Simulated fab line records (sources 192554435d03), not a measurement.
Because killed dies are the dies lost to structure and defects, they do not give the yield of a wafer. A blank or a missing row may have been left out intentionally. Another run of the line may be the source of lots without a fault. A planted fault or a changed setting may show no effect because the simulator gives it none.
Split-lot experiment / flow n5-finfet / 39 wafers read from 7 lots, route of 1938 steps

## ON THE SPLIT
At N5_FIN_SAQP_PECVD_47 (deposits a-Si from SiH4/He, target thk 45 nm, time 36.3 s), the setting time-s was moved away from the recipe's 36.3 s on 18 of the 39 wafers read, by -48.8% to +48.5%. For the rest of the wafers, this setting stayed at what the recipe calls for.

## FROM THE SPLIT TO THE READING: what the file shows between them, 4 steps
- N5_FIN_SAQP_PECVD_48: deposits SiNx from SiH4/NH3/N2, target thk 25 nm, time 22.1 s
- N5_FIN_SAQP_PECVD_06: deposits a-Si from SiH4/He, target thk 60 nm, time 48.1 s
- N5_FIN_SAQP_ETCH_57: etches SiNx in CH3F/O2, target depth 32.5 nm, time 46.4 s
- N5_FIN_SAQP_ETCH_65: etches SiO2 in CF4, target depth 4 nm, time 4.4 s

## THE READING
oes-product-au, in a.u., at N5_FIN_SAQP_MANDREL_ETCH_58 (etches a-Si in HBr/Cl2, stops on SiNx, target depth 45 nm, bt time 10 s, time 27 s). On this fab line, fault-free wafers typically give 0.701 a.u. with a standard deviation of 0.011 a.u.

wafer=L075.1; tool, chamber at the split=pecvd-01, 1; time-s as run, s=36.3; against the recipe=recipe; oes-product-au, a.u.=0.697; against lot-mates on the recipe=-
wafer=L075.2; tool, chamber at the split=pecvd-01, 0; time-s as run, s=36.3; against the recipe=recipe; oes-product-au, a.u.=0.716; against lot-mates on the recipe=-
wafer=L075.5; tool, chamber at the split=pecvd-01, 0; time-s as run, s=36.3; against the recipe=recipe; oes-product-au, a.u.=0.698; against lot-mates on the recipe=-
wafer=L077.1; tool, chamber at the split=pecvd-01, 2; time-s as run, s=36.3; against the recipe=recipe; oes-product-au, a.u.=0.716; against lot-mates on the recipe=-
wafer=L077.2; tool, chamber at the split=pecvd-01, 0; time-s as run, s=19.11; against the recipe=-47.4%; oes-product-au, a.u.=0.523; against lot-mates on the recipe=-0.176
wafer=L077.3; tool, chamber at the split=pecvd-01, 1; time-s as run, s=36.3; against the recipe=recipe; oes-product-au, a.u.=0.694; against lot-mates on the recipe=-
wafer=L077.4; tool, chamber at the split=pecvd-01, 1; time-s as run, s=19.11; against the recipe=-47.4%; oes-product-au, a.u.=0.514; against lot-mates on the recipe=-0.185
wafer=L077.5; tool, chamber at the split=pecvd-01, 0; time-s as run, s=36.3; against the recipe=recipe; oes-product-au, a.u.=0.687; against lot-mates on the recipe=-
wafer=L077.6; tool, chamber at the split=pecvd-01, 2; time-s as run, s=19.11; against the recipe=-47.4%; oes-product-au, a.u.=0.534; against lot-mates on the recipe=-0.165
wafer=L078.1; tool, chamber at the split=pecvd-01, 0; time-s as run, s=36.3; against the recipe=recipe; oes-product-au, a.u.=0.683; against lot-mates on the recipe=-
wafer=L078.2; tool, chamber at the split=pecvd-01, 2; time-s as run, s=18.57; against the recipe=-48.8%; oes-product-au, a.u.=0.515; against lot-mates on the recipe=-0.191
wafer=L078.3; tool, chamber at the split=pecvd-01, 1; time-s as run, s=18.57; against the recipe=-48.8%; oes-product-au, a.u.=0.534; against lot-mates on the recipe=-0.172
wafer=L078.4; tool, chamber at the split=pecvd-01, 2; time-s as run, s=36.3; against the recipe=recipe; oes-product-au, a.u.=0.712; against lot-mates on the recipe=-
wafer=L078.5; tool, chamber at the split=pecvd-01, 0; time-s as run, s=18.57; against the recipe=-48.8%; oes-product-au, a.u.=0.496; against lot-mates on the recipe=-0.210
wafer=L078.6; tool, chamber at the split=pecvd-01, 1; time-s as run, s=36.3; against the recipe=recipe; oes-product-au, a.u.=0.724; against lot-mates on the recipe=-
wafer=L080.1; tool, chamber at the split=pecvd-01, 2,0; time-s as run, s=53.9; against the recipe=+48.5%; oes-product-au, a.u.=0.877; against lot-mates on the recipe=+0.172
wafer=L080.2; tool, chamber at the split=pecvd-01, 0; time-s as run, s=36.3; against the recipe=recipe; oes-product-au, a.u.=0.701; against lot-mates on the recipe=-
wafer=L080.3; tool, chamber at the split=pecvd-01, 1; time-s as run, s=53.9; against the recipe=+48.5%; oes-product-au, a.u.=0.880; against lot-mates on the recipe=+0.175
wafer=L080.4; tool, chamber at the split=pecvd-01, 1; time-s as run, s=36.3; against the recipe=recipe; oes-product-au, a.u.=0.717; against lot-mates on the recipe=-
wafer=L080.5; tool, chamber at the split=pecvd-01, 2,0; time-s as run, s=53.9; against the recipe=+48.5%; oes-product-au, a.u.=0.893; against lot-mates on the recipe=+0.188
wafer=L080.6; tool, chamber at the split=pecvd-01, 2; time-s as run, s=36.3; against the recipe=recipe; oes-product-au, a.u.=0.697; against lot-mates on the recipe=-
wafer=L081.1; tool, chamber at the split=pecvd-02, 0; time-s as run, s=24.88; against the recipe=-31.5%; oes-product-au, a.u.=0.573; against lot-mates on the recipe=-0.121
wafer=L081.2; tool, chamber at the split=pecvd-02, 1; time-s as run, s=36.3; against the recipe=recipe; oes-product-au, a.u.=0.687; against lot-mates on the recipe=-
wafer=L081.3; tool, chamber at the split=pecvd-02, 2; time-s as run, s=24.88; against the recipe=-31.5%; oes-product-au, a.u.=0.581; against lot-mates on the recipe=-0.113
wafer=L081.4; tool, chamber at the split=pecvd-02, 1; time-s as run, s=36.3; against the recipe=recipe; oes-product-au, a.u.=0.704; against lot-mates on the recipe=-
wafer=L081.5; tool, chamber at the split=pecvd-02, 2; time-s as run, s=24.88; against the recipe=-31.5%; oes-product-au, a.u.=0.584; against lot-mates on the recipe=-0.110
wafer=L081.6; tool, chamber at the split=pecvd-02, 0; time-s as run, s=36.3; against the recipe=recipe; oes-product-au, a.u.=0.692; against lot-mates on the recipe=-
wafer=L082.1; tool, chamber at the split=pecvd-01, 1; time-s as run, s=53.25; against the recipe=+46.7%; oes-product-au, a.u.=0.890; against lot-mates on the recipe=+0.188
wafer=L082.2; tool, chamber at the split=pecvd-01, 0; time-s as run, s=36.3; against the recipe=recipe; oes-product-au, a.u.=0.690; against lot-mates on the recipe=-
wafer=L082.3; tool, chamber at the split=pecvd-01, 2; time-s as run, s=36.3; against the recipe=recipe; oes-product-au, a.u.=0.696; against lot-mates on the recipe=-
wafer=L082.4; tool, chamber at the split=pecvd-01, 2; time-s as run, s=36.3; against the recipe=recipe; oes-product-au, a.u.=0.720; against lot-mates on the recipe=-
wafer=L082.5; tool, chamber at the split=pecvd-01, 1; time-s as run, s=53.25; against the recipe=+46.7%; oes-product-au, a.u.=0.871; against lot-mates on the recipe=+0.169
wafer=L082.6; tool, chamber at the split=pecvd-01, 0; time-s as run, s=53.25; against the recipe=+46.7%; oes-product-au, a.u.=0.899; against lot-mates on the recipe=+0.197
wafer=L089.1; tool, chamber at the split=pecvd-01, 2; time-s as run, s=28.6; against the recipe=-21.2%; oes-product-au, a.u.=0.632; against lot-mates on the recipe=-0.071
wafer=L089.2; tool, chamber at the split=pecvd-01, 1; time-s as run, s=36.3; against the recipe=recipe; oes-product-au, a.u.=0.700; against lot-mates on the recipe=-
wafer=L089.3; tool, chamber at the split=pecvd-01, 1; time-s as run, s=28.6; against the recipe=-21.2%; oes-product-au, a.u.=0.631; against lot-mates on the recipe=-0.072
wafer=L089.4; tool, chamber at the split=pecvd-01, 2; time-s as run, s=36.3; against the recipe=recipe; oes-product-au, a.u.=0.704; against lot-mates on the recipe=-
wafer=L089.5; tool, chamber at the split=pecvd-01, 1; time-s as run, s=28.6; against the recipe=-21.2%; oes-product-au, a.u.=0.633; against lot-mates on the recipe=-0.070
wafer=L089.6; tool, chamber at the split=pecvd-01, 2; time-s as run, s=36.3; against the recipe=recipe; oes-product-au, a.u.=0.706; against lot-mates on the recipe=-
Where a row lists several chambers, the file gives one row for several wafers and doesn't say which wafer went through which chamber.

THE FIT
A straight line over all 39 wafers: oes-product-au changes by +0.00381 a.u. for each +1% of time-s; r = +0.99; the points scatter about the line by 0.011 a.u.
The same after taking each lot's own level away (the mean of its wafers on the recipe; 39 wafers): +0.00378 a.u. for each +1%; r = +0.99; scatter 0.011 a.u.
On that fit, the largest move of time-s shifts the reading by 0.18 a.u.
The lots' own levels span 0.6943 to 0.7063 a.u., that is 1.1 times the standard deviation above.
Consequently the slope shifts little with the lot-to-lot level, the two slopes agreeing.
Check: -0.183 a.u. against its lot-mates is what the line predicts for one of the wafers moved furthest among these (-48.8%) when that wafer is left out of the fit. Against them it came out at -0.191 a.u.

## THE WHOLE CHAIN: every reading that the file lists as answering this split, in the file's order
step=N5_FIN_SAQP_PECVD_47; what it does=deposits a-Si from SiH4/He, target thk 45 nm, time 36.3 s; reading=a-Si_of_FIN_SAQP_PECVD_47.thk-nm (the simulator's own value, which no gauge read); change (the file's fit)=+0.458 nm for each +1% of the setting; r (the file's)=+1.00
step=N5_FIN_SAQP_MANDREL_ETCH_58; what it does=etches a-Si in HBr/Cl2, stops on SiNx, target depth 45 nm, bt time 10 s, time 27 s; reading=oes-product-au; change (the file's fit)=+0.00378 a.u. for each +1% of the setting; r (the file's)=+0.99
step=N5_FIN_SAQP_MANDREL_ETCH_58; what it does=etches a-Si in HBr/Cl2, stops on SiNx, target depth 45 nm, bt time 10 s, time 27 s; reading=etch.depth-nm (the simulator's own value, which no gauge read); change (the file's fit)=+0.458 nm for each +1% of the setting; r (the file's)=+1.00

## THE FILE'S OWN FIT
oes-product-au changes by +0.00378 a.u. for each +1% of time-s, r = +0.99.
